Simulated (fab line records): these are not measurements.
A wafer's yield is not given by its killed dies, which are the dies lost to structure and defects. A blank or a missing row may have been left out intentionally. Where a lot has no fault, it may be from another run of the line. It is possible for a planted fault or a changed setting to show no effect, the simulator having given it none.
Lot-split experiment | flow n5 finfet | 39 wafers read from 7 lots, route of 1938 steps

THE SPLIT
At N5_DUMMY_GATE_ETCH_31 (etches SiO2 in C4F6/O2, target depth 82.5 nm, time 27.5 s), the setting target depth a was moved away from the recipe's 825 angstrom on 18 of the 39 wafers read, by -10.0% to +10.3%. The other wafers ran this setting at the recipe's value.

The split's own step is where the reading is taken.

THE READING
SOC_of_DUMMY_GATE_COAT_34.thk nm (the simulator's own value, which no gauge read), in nm, at N5_DUMMY_GATE_ETCH_31 (etches SiO2 in C4F6/O2, target depth 82.5 nm, time 27.5 s). No usual value for it is given in the file. Across the 21 wafers here that went through the recipe, the average is 52.0 nm and the standard deviation 0.19 nm.

wafer  | tool, chamber at the split | target depth a as run, angstrom | against the recipe | SOC_of_DUMMY_GATE_COAT_34.thk nm, nm | against lot-mates on the recipe
L074.1 | rie diel-02, 0             | 825                             | recipe             | 51.8                                 | -
L074.2 | rie diel-02, 1             | 909.8                           | +10.3%             | 51.2                                 | -0.5
L074.3 | rie diel-02, 2             | 825                             | recipe             | 51.4                                 | -
L074.4 | rie diel-02, 3             | 825                             | recipe             | 52                                   | -
L074.5 | rie diel-02, 1             | 909.8                           | +10.3%             | 51.2                                 | -0.5
L074.6 | rie diel-02, 0             | 909.8                           | +10.3%             | 51.2                                 | -0.5
L082.1 | rie diel-03, 3             | 742.2                           | -10.0%             | 53                                   | +1.0
L082.2 | rie diel-03, 0             | 825                             | recipe             | 52.2                                 | -
L082.3 | rie diel-03, 2             | 742.2                           | -10.0%             | 52.8                                 | +0.8
L082.4 | rie diel-03, 1             | 825                             | recipe             | 52                                   | -
L082.5 | rie diel-03, 1             | 825                             | recipe             | 51.8                                 | -
L082.6 | rie diel-03, 2             | 742.2                           | -10.0%             | 53                                   | +1.0
L083.1 | rie diel-02, 3             | 825                             | recipe             | 52.2                                 | -
L083.3 | rie diel-02, 1             | 825                             | recipe             | 52                                   | -
L083.6 | rie diel-02, 3             | 825                             | recipe             | 52.2                                 | -
L085.1 | rie diel-01, 3             | 825                             | recipe             | 51.8                                 | -
L085.2 | rie diel-01, 1             | 888.5                           | +7.7%              | 51.2                                 | -0.7
L085.3 | rie diel-01, 0             | 825                             | recipe             | 52                                   | -
L085.4 | rie diel-01, 1             | 888.5                           | +7.7%              | 51.4                                 | -0.5
L085.5 | rie diel-01, 3             | 888.5                           | +7.7%              | 51.2                                 | -0.7
L085.6 | rie diel-01, 0             | 825                             | recipe             | 52                                   | -
L087.1 | rie diel-02, 1             | 894.7                           | +8.4%              | 51.2                                 | -0.8
L087.2 | rie diel-02, 3             | 894.7                           | +8.4%              | 51.6                                 | -0.4
L087.3 | rie diel-02, 2             | 894.7                           | +8.4%              | 50.8                                 | -1.2
L087.4 | rie diel-02, 0             | 825                             | recipe             | 52                                   | -
L087.5 | rie diel-02, 0             | 825                             | recipe             | 52.2                                 | -
L087.6 | rie diel-02, 3             | 825                             | recipe             | 51.8                                 | -
L095.1 | rie diel-03, 2             | 825                             | recipe             | 52                                   | -
L095.2 | rie diel-03, 3             | 825                             | recipe             | 51.8                                 | -
L095.3 | rie diel-03, 1             | 763.5                           | -7.5%              | 52.6                                 | +0.7
L095.4 | rie diel-03, 0             | 825                             | recipe             | 52                                   | -
L095.5 | rie diel-03, 1             | 763.5                           | -7.5%              | 52.4                                 | +0.5
L095.6 | rie diel-03, 2             | 763.5                           | -7.5%              | 52.6                                 | +0.7
L096.1 | rie diel-03, 2             | 780.1                           | -5.4%              | 52.6                                 | +0.5
L096.2 | rie diel-03, 1             | 825                             | recipe             | 52.2                                 | -
L096.3 | rie diel-03, 3             | 780.1                           | -5.4%              | 52.4                                 | +0.3
L096.4 | rie diel-03, 0             | 780.1                           | -5.4%              | 52.4                                 | +0.3
L096.5 | rie diel-03, 3             | 825                             | recipe             | 52                                   | -
L096.6 | rie diel-03, 2             | 825                             | recipe             | 52.2                                 | -

THE FIT
A straight line over all 39 wafers: SOC_of_DUMMY_GATE_COAT_34.thk nm changes by -0.0863 nm for each +1% of target depth a; r = -0.94; the points scatter about the line by 0.19 nm.
The same after taking each lot's own level away (the mean of its wafers on the recipe; 39 wafers): -0.0783 nm for each +1%; r = -0.93; scatter 0.18 nm.
On that fit, the largest move of target depth a shifts the reading by 0.8 nm.
From 51.73 to 52.13 nm: that is the span of the lots' own levels, equal to 2.1 times the standard deviation above.
Thus the slope moves with the lot-to-lot level: the two fits are different.
Check: -0.825 nm against its lot-mates is what the line predicts for one of the wafers moved furthest among these (+10.3%) when that wafer is left out of the fit. Against them it came out at -0.533 nm.

OTHER SPLITS ON THESE WAFERS
Before the reading, these wafers also passed through other splits. Each is held against what the fit with the lots' levels taken away leaves over:
other split on the same wafers | wafers away from the commonest value | r with SOC_of_DUMMY_GATE_COAT_34.thk nm (lot level and that fit taken away)
N5_FIN_SAQP_HM_DEP_72 time s   | 12                                   | -0.15
N5_DUMMY_GATE_ETCH_37 source w | 9                                    | +0.15

THE WHOLE CHAIN: every reading that the file lists as answering this split, in the file's order
step                  | what it does                                              | reading                                                                           | change (the file's fit)                | r (the file's)
N5_DUMMY_GATE_ETCH_31 | etches SiO2 in C4F6/O2, target depth 82.5 nm, time 27.5 s | etch.depth nm (the simulator's own value, which no gauge read)                    | +0.798 nm for each +1% of the setting  | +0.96
N5_DUMMY_GATE_ETCH_31 | etches SiO2 in C4F6/O2, target depth 82.5 nm, time 27.5 s | SOC_of_DUMMY_GATE_COAT_34.thk nm (the simulator's own value, which no gauge read) | -0.0782 nm for each +1% of the setting | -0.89

THE FILE'S OWN FIT
SOC_of_DUMMY_GATE_COAT_34.thk nm changes by -0.0782 nm for each +1% of target depth a, r = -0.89.
